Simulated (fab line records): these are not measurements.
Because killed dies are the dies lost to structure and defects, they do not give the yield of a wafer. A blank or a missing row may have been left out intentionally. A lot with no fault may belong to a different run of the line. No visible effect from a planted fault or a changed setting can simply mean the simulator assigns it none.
Chamber matching / flow n5 finfet / 4 sister chambers for N5_SDB_HM_OPEN_20 on rie diel-01
The step chemistry CH3F/O2, target SiNx, stops on poly-Si, target depth 24 nm. 16 wafers are shown with their chamber, then 8 later ones without.

== WAFERS, EACH WITH ITS CHAMBER ==
wafer=L075.1; chamber=3; drypump motor current A (A)=4.9; showerhead plenum p Torr (Torr)=2.05; rf vpp V (V)=306
wafer=L075.2; chamber=0; drypump motor current A (A)=5.5; showerhead plenum p Torr (Torr)=1.98; rf vpp V (V)=301
wafer=L075.6; chamber=2; drypump motor current A (A)=6.0; showerhead plenum p Torr (Torr)=1.91; rf vpp V (V)=288
wafer=L076.1; chamber=0; drypump motor current A (A)=5.5; showerhead plenum p Torr (Torr)=1.98; rf vpp V (V)=301
wafer=L076.3; chamber=2; drypump motor current A (A)=6.0; showerhead plenum p Torr (Torr)=1.91; rf vpp V (V)=288
wafer=L076.6; chamber=0; drypump motor current A (A)=5.5; showerhead plenum p Torr (Torr)=1.98; rf vpp V (V)=299
wafer=L088.2; chamber=1; drypump motor current A (A)=5.2; showerhead plenum p Torr (Torr)=2.05; rf vpp V (V)=296
wafer=L088.3; chamber=2; drypump motor current A (A)=5.9; showerhead plenum p Torr (Torr)=1.90; rf vpp V (V)=286
wafer=L088.5; chamber=1; drypump motor current A (A)=5.2; showerhead plenum p Torr (Torr)=2.05; rf vpp V (V)=296
wafer=L089.1; chamber=2; drypump motor current A (A)=5.9; showerhead plenum p Torr (Torr)=1.90; rf vpp V (V)=288
wafer=L089.3; chamber=3; drypump motor current A (A)=4.9; showerhead plenum p Torr (Torr)=2.04; rf vpp V (V)=296
wafer=L089.4; chamber=3; drypump motor current A (A)=4.9; showerhead plenum p Torr (Torr)=2.04; rf vpp V (V)=295
wafer=L090.4; chamber=2; drypump motor current A (A)=6.0; showerhead plenum p Torr (Torr)=1.89; rf vpp V (V)=288
wafer=L090.5; chamber=0; drypump motor current A (A)=5.5; showerhead plenum p Torr (Torr)=1.97; rf vpp V (V)=301
wafer=L090.6; chamber=3; drypump motor current A (A)=4.9; showerhead plenum p Torr (Torr)=2.04; rf vpp V (V)=294
wafer=L092.4; chamber=3; drypump motor current A (A)=5.0; showerhead plenum p Torr (Torr)=2.04; rf vpp V (V)=294

SIGNATURES, as means of the wafers listed above
reading=drypump motor current A; chamber 0=5.500; chamber 1=5.200; chamber 2=5.960; chamber 3=4.920; scatter within a chamber=0.0408
reading=showerhead plenum p Torr; chamber 0=1.9775; chamber 1=2.0500; chamber 2=1.9020; chamber 3=2.0420; scatter within a chamber=0.00602
reading=rf vpp V; chamber 0=300.50; chamber 1=296.00; chamber 2=287.60; chamber 3=297.00; scatter within a chamber=3.03
Rule: for each reading, subtract the chamber's mean from the wafer's reading, divide by that reading's scatter and square the result; add these up over the readings and take the root, which gives the wafer's distance from the chamber. If the next closest chamber is less than 2 further off than the closest, the wafer can't be placed; otherwise it belongs to the closest. The scatter: take each reading less its chamber's mean, square it, sum over the shown wafers, divide by the number of wafers less the number of chambers, and take the root.

== WAFERS WITH NO CHAMBER GIVEN ==
wafer=L092.5; drypump motor current A (A)=6.0; showerhead plenum p Torr (Torr)=1.89; rf vpp V (V)=288
wafer=L092.6; drypump motor current A (A)=5.5; showerhead plenum p Torr (Torr)=1.97; rf vpp V (V)=300
wafer=L094.1; drypump motor current A (A)=5.2; showerhead plenum p Torr (Torr)=2.05; rf vpp V (V)=296
wafer=L094.2; drypump motor current A (A)=5.9; showerhead plenum p Torr (Torr)=1.89; rf vpp V (V)=286
wafer=L094.3; drypump motor current A (A)=5.4; showerhead plenum p Torr (Torr)=1.97; rf vpp V (V)=301
wafer=L097.1; drypump motor current A (A)=5.2; showerhead plenum p Torr (Torr)=2.05; rf vpp V (V)=297
wafer=L097.3; drypump motor current A (A)=5.9; showerhead plenum p Torr (Torr)=1.89; rf vpp V (V)=287
wafer=L097.5; drypump motor current A (A)=5.2; showerhead plenum p Torr (Torr)=2.05; rf vpp V (V)=297

== THE CHAMBER EACH PASSED THROUGH ==
wafer=L092.5; from the rows above=2; in truth=2
wafer=L092.6; from the rows above=0; in truth=0
wafer=L094.1; from the rows above=1; in truth=1
wafer=L094.2; from the rows above=2; in truth=2
wafer=L094.3; from the rows above=0; in truth=0
wafer=L097.1; from the rows above=1; in truth=1
wafer=L097.3; from the rows above=2; in truth=2
wafer=L097.5; from the rows above=1; in truth=1
Correctly placed: 8 of 8. Left unplaced by these rows: 0. Number placed wrongly: 0.
